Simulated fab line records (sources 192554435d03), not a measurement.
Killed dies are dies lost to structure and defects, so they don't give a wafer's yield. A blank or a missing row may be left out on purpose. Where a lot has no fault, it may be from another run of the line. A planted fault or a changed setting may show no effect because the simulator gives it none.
Lot-split experiment | flow n5 finfet | 21 wafers read from 7 lots, route of 1938 steps

THE SPLIT
At N5_BEOL_M7_DESCUM_33 (chemistry O2, time 7 s), the setting time s was moved away from the recipe's 7 s on 5 of the 21 wafers read, by -17.8% to +21.4%. This setting was run at the recipe's value on the other wafers.

Split to reading: the file shows no intervening step.

THE READING
CAR-EUV_of_BEOL_M7_COAT_22.thk nm (the simulator's own value, which no gauge read), in nm, at N5_BEOL_M7_ETCH_72 (etches underlayer in N2/H2, target depth 6.5 nm, time 5.2 s). There is no usual value for it anywhere in the file. The 16 wafers here that ran the recipe average 20.3 nm, standard deviation 0.11 nm.

wafer  | tool, chamber at the split | time s as run, s | against the recipe | CAR-EUV_of_BEOL_M7_COAT_22.thk nm, nm | against lot-mates on the recipe
L074.1 | rie diel-02, 1             | 6.552            | -6.4%              | 20.8                                  | +0.3
L074.2 | rie diel-02, 0             | 7                | recipe             | 20.6                                  | -
L074.4 | rie diel-02, 3             | 7                | recipe             | 20.4                                  | -
L075.4 | rie diel-01, 0,1,0         | 7                | recipe             | 20.4                                  | -
L075.5 | rie diel-01, 0,1,0         | 7                | recipe             | 20.4                                  | -
L075.6 | rie diel-01, 0,1,0         | 7                | recipe             | 20.4                                  | -
L078.1 | rie diel-03, 1             | 8.499            | +21.4%             | 19.6                                  | -0.6
L078.3 | rie diel-03, 2             | 7                | recipe             | 20.2                                  | -
L078.6 | rie diel-03, 2             | 7                | recipe             | 20.2                                  | -
L081.3 | rie diel-01, 0             | 7                | recipe             | 20.4                                  | -
L081.4 | rie diel-01, 2             | 7                | recipe             | 20.4                                  | -
L081.5 | rie diel-01, 2             | 8.352            | +19.3%             | 19.8                                  | -0.6
L089.2 | rie diel-03, 2,3           | 7                | recipe             | 20.4                                  | -
L089.5 | rie diel-03, 2,3           | 7                | recipe             | 20.4                                  | -
L089.6 | rie diel-03, 2             | 6.506            | -7.1%              | 20.6                                  | +0.2
L091.1 | rie diel-03, 0,1           | 7                | recipe             | 20.2                                  | -
L091.3 | rie diel-03, 0,1           | 7                | recipe             | 20.2                                  | -
L091.5 | rie diel-03, 2             | 7                | recipe             | 20.4                                  | -
L090.1 | rie diel-01, 1,3           | 7                | recipe             | 20.4                                  | -
L090.2 | rie diel-01, 1,3           | 7                | recipe             | 20.2                                  | -
L090.4 | rie diel-01, 0             | 5.751            | -17.8%             | 20.8                                  | +0.5
If several chambers appear in one row, that row covers several wafers at once and the file leaves open which wafer was in which chamber.

FIT RESULTS
A straight line over all 21 wafers: CAR-EUV_of_BEOL_M7_COAT_22.thk nm changes by -0.0318 nm for each +1% of time s; r = -0.90; the points scatter about the line by 0.12 nm.
The same after taking each lot's own level away (the mean of its wafers on the recipe; 21 wafers): -0.0296 nm for each +1%; r = -0.96; scatter 0.065 nm.
The reading moves by 0.63 nm for the largest change in time s, on that fit.
The span of the lots' own levels, 20.20 to 20.50 nm, comes to 2.7 times the standard deviation stated above.
So the lot-to-lot level changes the slope little: the two slopes agree.
Check: -0.65 nm against its lot-mates is what the line predicts for one of the wafers moved furthest among these (+21.4%) when that wafer is left out of the fit. It came out at -0.6 nm against them.

ADDITIONAL SPLITS CARRIED BY THESE WAFERS
These wafers also went through other splits before the reading. Each is held against what the fit with the lots' levels taken away leaves over:
other split on the same wafers | wafers away from the commonest value | r with CAR-EUV_of_BEOL_M7_COAT_22.thk nm (lot level and that fit taken away)
N5_BEOL_M6_COAT_60 spin rpm    | 7                                    | +0.14

THE WHOLE CHAIN: every reading that the file lists as answering this split, in the file's order
step                 | what it does                                                | reading                                                                            | change (the file's fit)                | r (the file's)
N5_BEOL_M7_DESCUM_33 | chemistry O2, time 7 s                                      | CAR-EUV_of_BEOL_M7_COAT_22.thk nm (the simulator's own value, which no gauge read) | -0.0337 nm for each +1% of the setting | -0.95
N5_BEOL_M7_ETCH_72   | etches underlayer in N2/H2, target depth 6.5 nm, time 5.2 s | CAR-EUV_of_BEOL_M7_COAT_22.thk nm (the simulator's own value, which no gauge read) | -0.0296 nm for each +1% of the setting | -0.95

FILE'S OWN FIT
CAR-EUV_of_BEOL_M7_COAT_22.thk nm changes by -0.0296 nm for each +1% of time s, r = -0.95.
